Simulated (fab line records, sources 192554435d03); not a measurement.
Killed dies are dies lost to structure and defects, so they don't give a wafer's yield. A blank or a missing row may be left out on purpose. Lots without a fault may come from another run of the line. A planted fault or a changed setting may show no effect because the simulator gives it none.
fab line records | flow n5_finfet
record lots=7 wafers=39
route steps=1938 shown DUMMY_GATE@237 SD_EPI_N@278
start_h: hours from the record's first day to the start of the lot's first wafer shown | wait_h: hours since the lot's step before | " the same as in the row above | L1.1+2: a row that stands for several wafers | - no value, or no start given | * or withheld: withheld | < > ~ a bound
route shown NAME@n: a module of which the file shows steps, and the number in the route of the first | usual: mean/standard deviation of fault-free wafers | same: alike in all rows | chamber/n: place in a boat | sites: the reading at each site | _std_site: their standard deviation | _edge_site: outer sites' mean less inner sites' | radius_mm: how far each site lies from the wafer's centre | mask NAME#n: copy n | behind: the tool/chamber that last shaped the wafer | hold: why the lot was held/for how many hours/how that ended | device: the transistor (n, p or np) that didn't switch | end of line: the same wafers' tests at the end of the route | a step without rows: its recipe alone | killed: dies lost to structure and defects at the first sort, not the wafer's yield | map: a wafer's dies, x killed, . not, _ none there
set.NAME: the setting as run; set.NAME@STEP: as run at that earlier step | model.NAME: the simulator's own value behind a step, which no gauge read
lots whose settings were changed on purpose; a table a step, a row a wafer
## steps
# step N5_DUMMY_GATE_ETCH_37
# recipe chemistry=N2/H2 target=SOC target_depth_a=600 overetch_a=300 temp_c=40 ion_energy_ev=200 pressure_mtorr=30 source_w=840 bias_w=150 n2_flow_sccm=200 h2_flow_sccm=200
# usual rf_vpp_V=524.3/1.8
# columns lot.wafer tool chamber start_h wait_h set.source_w rf_vpp_V model.SiARC_of_DUMMY_GATE_COAT_35.thk_nm
L074.1 rie_diel-03 3 50.43 0.0 954.9 504.6 4.6
L074.2 " 2 " " 954.9 504.7 4.8
L074.3 " 1 " " 954.9 502.3 4.6
L074.4 " 0 " " 840 522.9 5
L074.5 " 2 " " 840 525.1 5
L074.6 " 1 " " 840 524.6 5
L077.2 rie_diel-03 0 66.19 0.0 840 523.7 5
L077.5 " 2 " " 840 527.1 5
L077.6 " 1 " " 840 525.7 5
L080.1 rie_diel-06 1 86.53 0.0 840 519.8 5
L080.2 " 0 " " 777.8 538.7 5.4
L080.3 " 2 " " 840 525.4 4.8
L080.4 " 3 " " 777.8 536.9 5.2
L080.5 " 2 " " 840 525.9 4.8
L080.6 " 1 " " 777.8 534.3 5.2
L084.1 rie_diel-03 3 105.92 0.0 696.5 558.0 5.4
L084.2 " 2 " " 840 525.9 5
L084.3 " 0 " " 840 523.4 5
L084.4 " 1 " " 840 524.0 4.8
L084.5 " 0 " " 696.5 555.6 5.4
L084.6 " 1 " " 696.5 559.1 5.4
L087.1 rie_diel-06 1 125.86 0.0 840 520.9 5
L087.2 " 3 " " 997.8 494.0 4.6
L087.3 " 2 " " 840 524.6 4.8
L087.4 " 1 " " 997.8 490.1 4.6
L087.5 " 2 " " 840 527.3 5
L087.6 " 3 " " 997.8 495.1 4.6
L090.1 rie_diel-03 2 142.59 0.0 739 550.4 5.4
L090.2 " 0 " " 739 546.2 5.2
L090.3 " 1 " " 739 548.2 5.4
L090.4 " 3 " " 840 523.7 5
L090.5 " 1 " " 840 526.1 5
L090.6 " 2 " " 840 526.7 5
L095.1 rie_diel-03 0 173.78 0.0 840 523.1 5
L095.2 " 1 " " 840 524.6 5
L095.3 " 3 " " 840 523.9 5
L095.4 " 2 " " 840 526.4 5
L095.5 " 0 " " 840 522.7 5
L095.6 " 3 " " 840 523.9 5
# step N5_DUMMY_GATE_ETCH_31
# recipe chemistry=C4F6/O2 target=SiO2 mask_material=SOC target_depth_a=825 time_s=27.5 ion_energy_ev=250 pressure_mtorr=30 source_w=345 bias_w=185 Ar_flow_sccm=300 C4F6_flow_sccm=10 O2_flow_sccm=10
# columns lot.wafer tool chamber start_h wait_h set.target_depth_a model.etch.depth_nm
L074.1 rie_diel-05 0 50.72 0.0 889.1 88.4
L074.2 " 3 " " 889.1 89.06
L074.3 " 1 " " 825 84.67
L074.4 " 2 " " 825 83.99
L074.5 " 3 " " 889.1 88.11
L074.6 " 0 " " 825 81.25
L077.2 rie_diel-06 3 66.61 0.0 825 82.77
L077.5 " 1 " " 825 81.59
L077.6 " 0 " " 825 80.35
L080.1 rie_diel-05 0 86.81 0.0 825 81.03
L080.2 " 1 " " 795.3 80.06
L080.3 " 2 " " 795.3 80.44
L080.4 " 3 " " 825 81.5
L080.5 " 2 " " 795.3 80.42
L080.6 " 1 " " 825 83.31
L084.1 rie_diel-06 3 106.20 0.0 825 82.16
L084.2 " 1 " " 825 81.33
L084.3 " 2 " " 825 83.89
L084.4 " 0 " " 825 80.73
L084.5 " 0 " " 825 81.8
L084.6 " 1 " " 825 80.89
L087.1 rie_diel-06 2 126.29 0.2 825 83.34
L087.2+4 " 1 " " 825 81.04
L087.3 " 3 " " 825 81.37
L087.5 " 2 " " 825 83.57
L087.6 " 3 " " 825 81.82
L090.1 rie_diel-05 2 143.09 0.0 892.5 89.07
L090.2 " 1 " " 825 81.89
L090.3 " 0 " " 892.5 87.6
L090.4 " 3 " " 825 80.74
L090.5 " 2 " " 892.5 89.67
L090.6 " 1 " " 825 82.27
L095.1 rie_diel-03 3 174.08 0.0 825 82.47
L095.2 " 1 " " 825 82.19
L095.3 " 2 " " 825 79.95
L095.4 " 0 " " 825 83.22
L095.5 " 3 " " 825 81.93
L095.6 " 2 " " 825 80.39
# step N5_DUMMY_GATE_ETCH_32
# recipe chemistry=CF4 target=SiO2 target_depth_a=35 time_s=3.9 ion_energy_ev=350 pressure_mtorr=10 icp_w=800 bias_w=400 cf4_flow_sccm=80
# columns lot.wafer tool chamber start_h wait_h set.time_s model.etch.depth_nm
L074.1 rie_si-03 2 50.96 0.1 3.9 3.518
L074.2 " 1 " " 3.9 3.528
L074.3 " 3 " " 4.591 4.192
L074.4 " 0 " " 4.591 4.016
L074.5 " 1 " " 4.591 4.14
L074.6 " 2 " " 3.9 3.534
L077.2 rie_si-03 2 66.86 0.1 3.9 3.532
L077.5 " 0 " " 3.9 3.41
L077.6 " 3 " " 3.9 3.56
L080.1 rie_si-05 2 87.07 0.1 4.654 4.148
L080.2 " 1 " " 3.9 3.496
L080.3 " 0 " " 4.654 4.112
L080.4 " 3 " " 3.9 3.525
L080.5 " 0 " " 3.9 3.436
L080.6 " 3 " " 4.654 4.162
L084.1 rie_si-04 2 106.44 0.1 3.371 3.055
L084.2 " 0 " " 3.9 3.555
L084.3 " 3 " " 3.371 3.041
L084.4 " 3 " " 3.371 3.031
L084.5 " 0 " " 3.9 3.509
L084.6 " 2 " " 3.9 3.572
L087.1 rie_si-04 0 126.54 0.1 3.9 3.498
L087.2 " 2 " " 3.9 3.547
L087.3 " 3 " " 3.9 3.495
L087.4 " 1 " " 3.9 3.476
L087.5 " 3 " " 3.9 3.48
L087.6 " 2 " " 3.9 3.522
L090.1 rie_si-04 1 143.34 0.1 3.9 3.502
L090.2 " 0 " " 3.9 3.563
L090.3 " 3 " " 3.9 3.504
L090.4 " 2 " " 3.9 3.538
L090.5 " 1 " " 3.9 3.508
L090.6 " 2 " " 3.9 3.536
L095.1 rie_si-03 3 174.33 0.1 3.425 3.12
L095.2 " 0 " " 3.9 3.407
L095.3 " 2 " " 3.9 3.52
L095.4 " 1 " " 3.425 3.069
L095.5 " 0 " " 3.425 3.019
L095.6 " 1 " " 3.9 3.534
# step N5_SD_EPI_N_ETCH_45
# recipe chemistry=CH3F/O2 target=SiOCN target_depth_a=60 mask_material=SOC ion_energy_ev=60 bias_w=29 pressure_mtorr=15 source_w=410 Ar_flow_sccm=150 CH3F_flow_sccm=30 O2_flow_sccm=20
# columns lot.wafer tool chamber start_h wait_h set.target_depth_a model.etch.depth_nm
L074.1 rie_diel-01 1 53.06 0.1 67.69 6.832
L074.2 " 2 " " 60 6.24
L074.3 " 0 " " 60 6.233
L074.4 " 1 " " 67.69 6.83
L074.5 " 0 " " 60 6.185
L074.6 " 2 " " 67.69 6.945
L077.2 rie_diel-02 1 69.08 0.1 60 6.048
L077.5 " 1 " " 60 6.022
L077.6 " 0 " " 60 5.993
L080.1 rie_diel-01 3 89.24 0.1 60 6.137
L080.2 " 0 " " 60 6.198
L080.3 " 1 " " 60 6.088
L080.4 " 2 " " 60 6.151
L080.5 " 1 " " 60 6.094
L080.6 " 2 " " 60 6.192
L084.1 rie_diel-04 1 110.35 0.1 60 6.135
L084.2 " 2 " " 60 6.076
L084.3 " 3 " " 65.7 6.659
L084.4 " 0 " " 65.7 6.538
L084.5 " 3 " " 60 6.075
L084.6 " 0 " " 65.7 6.527
L087.1 rie_diel-01 2 130.28 0.1 60 6.106
L087.2 " 3 " " 67 6.821
L087.3 " 0 " " 67 6.785
L087.4 " 1 " " 60 6.014
L087.5 " 0 " " 67 6.765
L087.6 " 3 " " 60 6.031
L090.1 rie_diel-02 0 145.92 0.1 52.53 5.256
L090.2 " 3 " " 52.53 5.125
L090.3 " 2 " " 60 5.921
L090.4 " 3 " " 52.53 5.149
L090.5 " 0 " " 60 6.034
L090.6 " 2 " " 60 5.933
L095.1 rie_diel-04 2 176.42 0.1 60 6.01
L095.2 " 1 " " 60 6.051
L095.3 " 0 " " 65.13 6.385
L095.4 " 3 " " 65.13 6.468
L095.5 " 3 " " 60 6.005
L095.6 " 2 " " 65.13 6.503
# step N5_SD_EPI_N_SD_RECESS_17
# recipe chemistry=HBr/Cl2/O2 target_depth_a=410 mask_material=SOC time_s=23.7 bt_time_s=3 pressure_mtorr=10 icp_w=800 bias_w=112 HBr_flow_sccm=150 Cl2_flow_sccm=80 O2_flow_sccm=12
# columns lot.wafer tool chamber start_h wait_h set.time_s model.Si_of_WELL_APT_EPI_41.thk_nm model.etch.depth_nm model.SD_EPI_N.feature_depth_nm
L074.1 rie_si-01 3 53.23 0.0 23.7 9.2 40.92 41
L074.2 " 2 " " 25.59 5.6 44.35 44.4
L074.3 " 0 " " 23.7 9.6 40.32 40.4
L074.4 " 1 " " 23.7 9 41.13 41.2
L074.5 " 3 " " 25.59 5.4 44.38 44.4
L074.6 " 0 " " 25.59 6 43.69 43.6
L077.2 rie_si-01 1 69.25 0.0 23.7 8.2 40.88 40.8
L077.5 " 2 " " 23.7 7.8 41.38 41.4
L077.6 " 3 " " 23.7 7.8 40.75 40.8
L080.1 rie_si-06 0 89.41 0.0 22.01 11.8 38 38
L080.2 " 1 " " 22.01 12 37.88 37.8
L080.3 " 2 " " 23.7 8.2 41.22 41.2
L080.4 " 3 " " 22.01 11 38.75 38.8
L080.5 " 1 " " 23.7 9 40.7 40.6
L080.6 " 0 " " 23.7 9.6 40.82 40.8
L084.1 rie_si-01 2 110.52 0.0 23.7 9.4 41.3 41.2
L084.2 " 1 " " 23.7 9.2 41.07 41
L084.3 " 0 " " 25.15 7.6 42.9 43
L084.4 " 3 " " 25.15 6.6 43.76 43.8
L084.5 " 1 " " 25.15 6.8 43.07 43
L084.6 " 0 " " 23.7 9.8 40.37 40.4
L087.1 rie_si-01 0 130.45 0.0 23.7 8.6 40.96 41
L087.2 " 3 " " 23.7 7.8 41.23 41.2
L087.3 " 1 " " 23.7 8 41.32 41.4
L087.4 " 2 " " 23.7 8.6 41.53 41.6
L087.5 " 2 " " 23.7 7.4 41.63 41.6
L087.6 " 3 " " 23.7 8.8 41 41
L090.1 rie_si-02 2 146.09 0.0 23.7 7.8 40.96 41
L090.2 " 1 " " 23.7 7.4 41.31 41.4
L090.3 " 0 " " 23.7 7.4 41.57 41.6
L090.4 " 3 " " 23.7 6.2 41.54 41.6
L090.5 " 2 " " 23.7 7.8 41.14 41.2
L090.6 " 3 " " 23.7 7 41.65 41.6
L095.1 rie_si-02 3 176.59 0.0 22.12 11.2 38.65 38.6
L095.2 " 1 " " 22.12 11.8 38.25 38.2
L095.3 " 2 " " 22.12 11.6 38.11 38.2
L095.4 " 0 " " 23.7 8.8 41.2 41.2
L095.5 " 3 " " 23.7 8.2 41.34 41.4
L095.6 " 0 " " 23.7 8.6 41.32 41.4
# step N5_SD_EPI_N_EPI_21
# recipe material=Si:P dopant=P temp_c=680 pressure_torr=255 time_s=690
# columns lot.wafer tool chamber start_h wait_h set.temp_c model.Si-P_of_SD_EPI_N_EPI_21.thk_nm
L074.1 epi_rpcvd-01 0 54.22 0.1 677.5 56.6
L074.2 " 0 " " 677.5 56.2
L074.3 " 0 " " 680 58.4
L074.4 " 0 " " 677.5 56.4
L074.5 " 0 " " 680 58.2
L074.6 " 0 " " 680 59
L077.2 epi_rpcvd-04 0 70.79 0.5 680 58.4
L077.5 " 0 71.91 1.5 680 57.8
L077.6 " 0 " " 680 58
L080.1 epi_rpcvd-01 0 90.39 0.1 676.2 55.6
L080.2 " 0 " " 680 59.4
L080.3 " 0 " " 680 59.6
L080.4 " 0 " " 676.2 56
L080.5 " 0 " " 676.2 56.4
L080.6 " 0 " " 680 60
L084.1+3 epi_rpcvd-03 0 111.69 0.2 680 58.2
L084.2 " 0 " " 680 58.4
L084.4 " 0 " " 680 58.8
L084.5 " 0 " " 680 58
L084.6 " 0 " " 680 58.6
L087.1 epi_rpcvd-04 0 131.46 0.1 680 58
L087.2 " 0 " " 680 59.2
L087.3 " 0 " " 675.6 54.2
L087.4 " 0 " " 680 58.6
L087.5 " 0 " " 675.6 52.4
L087.6 " 0 " " 675.6 53.6
L090.1 epi_rpcvd-01 0 147.08 0.1 677.4 56.2
L090.2 " 0 " " 677.4 56.6
L090.3 " 0 " " 680 59.4
L090.4+6 " 0 " " 680 58.8
L090.5 " 0 " " 677.4 57.4
L095.1 epi_rpcvd-03 0 177.58 0.1 680 59.4
L095.2+5 " 0 " " 680 58.8
L095.3+6 " 0 " " 680 58.6
L095.4 " 0 " " 680 59
# step N5_SD_EPI_N_EPI_MEAS_23
# recipe mode=xrd
# usual thk_nm=58.9/1.2
# columns lot.wafer tool chamber start_h wait_h set.temp_c@SD_EPI_N_EPI_21 thk_nm
L074.1 film_metro-02 - 55.93 1.4 677.5 56.8
L074.2 " - " " 677.5 56.1
L074.3 " - " " 680 59.4
L074.4 " - " " 677.5 57.2
L074.5 " - " " 680 58.1
L074.6 " - " " 680 59.3
L077.2 film_metro-02 - 72.70 1.5 680 58.2
L077.5 " - " " 680 58.2
L077.6 " - " " 680 58.2
L080.1 film_metro-02 - 92.11 1.4 676.2 56.3
L080.2 " - " " 680 60.5
L080.3 " - " " 680 59.3
L080.4 " - " " 676.2 55.9
L080.5 " - " " 676.2 57.1
L080.6 " - " " 680 61.1
L084.1 film_metro-01 - 113.98 1.9 680 59.1
L084.2 " - " " 680 58.0
L084.3 " - " " 680 58.5
L084.4 " - " " 680 57.3
L084.5 " - " " 680 58.4
L084.6 " - " " 680 57.2
L087.1 film_metro-01 - 133.17 1.4 680 58.6
L087.2 " - " " 680 58.8
L087.3 " - " " 675.6 54.4
L087.4 " - " " 680 58.7
L087.5 " - " " 675.6 53.0
L087.6 " - " " 675.6 54.3
L090.1 film_metro-01 - 148.79 1.4 677.4 54.4
L090.2 " - " " 677.4 56.8
L090.3 " - " " 680 58.2
L090.4 " - " " 680 61.3
L090.5 " - " " 677.4 57.7
L090.6 " - " " 680 58.6
L095.1 film_metro-01 - 179.29 1.4 680 57.4
L095.2 " - " " 680 58.3
L095.3 " - " " 680 58.7
L095.4 " - " " 680 59.7
L095.5 " - " " 680 59.8
L095.6 " - " " 680 58.8
# step N5_SD_EPI_N_PRECLEAN_24
# recipe chemistry=O3/DIW time_s=60 temp_c=22 o3_ppm=10
# columns lot.wafer tool chamber start_h wait_h set.temp_c@SD_EPI_N_EPI_21 model.Si-P_of_SD_EPI_N_EPI_21.thk_nm
L074.1+4 wet_bench-05 6,5 55.97 0.0 677.5 56.2
L074.2 " 4 " " 677.5 55.8
L074.3 " 3 " " 680 58
L074.5 " 2 " " 680 57.8
L074.6 " 1 " " 680 58.6
L077.2 wet_bench-06 0 72.73 0.0 680 58
L077.5 " 3 " " 680 57.4
L077.6 " 7 " " 680 57.6
L080.1 wet_bench-03 4 92.15 0.0 676.2 55.2
L080.2 " 5 " " 680 59
L080.3 " 3 " " 680 59.2
L080.4 " 1 " " 676.2 55.6
L080.5 " 0 " " 676.2 56
L080.6 " 2 " " 680 59.4
L084.1+3 wet_bench-06 1,4 114.02 0.0 680 57.8
L084.2 " 3 " " 680 58
L084.4 " 6 " " 680 58.4
L084.5 " 2 " " 680 57.6
L084.6 " 5 " " 680 58.2
L087.1 wet_bench-06 1 133.21 0.0 680 57.6
L087.2 " 3 " " 680 58.8
L087.3 " 0 " " 675.6 53.8
L087.4 " 4 " " 680 58.2
L087.5 " 5 " " 675.6 52
L087.6 " 2 " " 675.6 53.2
L090.1 wet_bench-05 1 148.83 0.0 677.4 55.8
L090.2 " 2 " " 677.4 56.4
L090.3 " 6 " " 680 59
L090.4+6 " 7,0 " " 680 58.4
L090.5 " 3 " " 677.4 57
L095.1 wet_bench-06 5 179.33 0.0 680 59
L095.2+5 " 4,6 " " 680 58.4
L095.3+6 " 1,7 " " 680 58.2
L095.4 " 0 " " 680 58.6
## key
split step=N5_DUMMY_GATE_ETCH_37 setting=source_w stated=840 by=wafer
response step=N5_DUMMY_GATE_ETCH_37 reading=rf_vpp_V change=-1.74 per=1% r=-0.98
response step=N5_DUMMY_GATE_ETCH_37 reading=model.SiARC_of_DUMMY_GATE_COAT_35.thk_nm change=-0.025 per=1% r=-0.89
split step=N5_DUMMY_GATE_ETCH_31 setting=target_depth_a stated=825 by=wafer
response step=N5_DUMMY_GATE_ETCH_31 reading=model.etch.depth_nm change=+0.748 per=1% r=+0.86
split step=N5_DUMMY_GATE_ETCH_32 setting=time_s stated=3.9 by=wafer
response step=N5_DUMMY_GATE_ETCH_32 reading=model.etch.depth_nm change=+0.0343 per=1% r=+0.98
split step=N5_SD_EPI_N_ETCH_45 setting=target_depth_a stated=60 by=wafer
response step=N5_SD_EPI_N_ETCH_45 reading=model.etch.depth_nm change=+0.0565 per=1% r=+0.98
split step=N5_SD_EPI_N_SD_RECESS_17 setting=time_s stated=23.7 by=wafer
response step=N5_SD_EPI_N_SD_RECESS_17 reading=model.Si_of_WELL_APT_EPI_41.thk_nm change=-0.422 per=1% r=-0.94
response step=N5_SD_EPI_N_SD_RECESS_17 reading=model.etch.depth_nm change=+0.407 per=1% r=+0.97
response step=N5_SD_EPI_N_SD_RECESS_17 reading=model.SD_EPI_N.feature_depth_nm change=+0.406 per=1% r=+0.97
split step=N5_SD_EPI_N_EPI_21 setting=temp_c stated=680 by=wafer
response step=N5_SD_EPI_N_EPI_21 reading=model.Si-P_of_SD_EPI_N_EPI_21.thk_nm change=+6.98 per=1% r=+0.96
response step=N5_SD_EPI_N_EPI_MEAS_23 reading=thk_nm change=* per=1% r=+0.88
response step=N5_SD_EPI_N_PRECLEAN_24 reading=model.Si-P_of_SD_EPI_N_EPI_21.thk_nm change=+6.89 per=1% r=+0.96
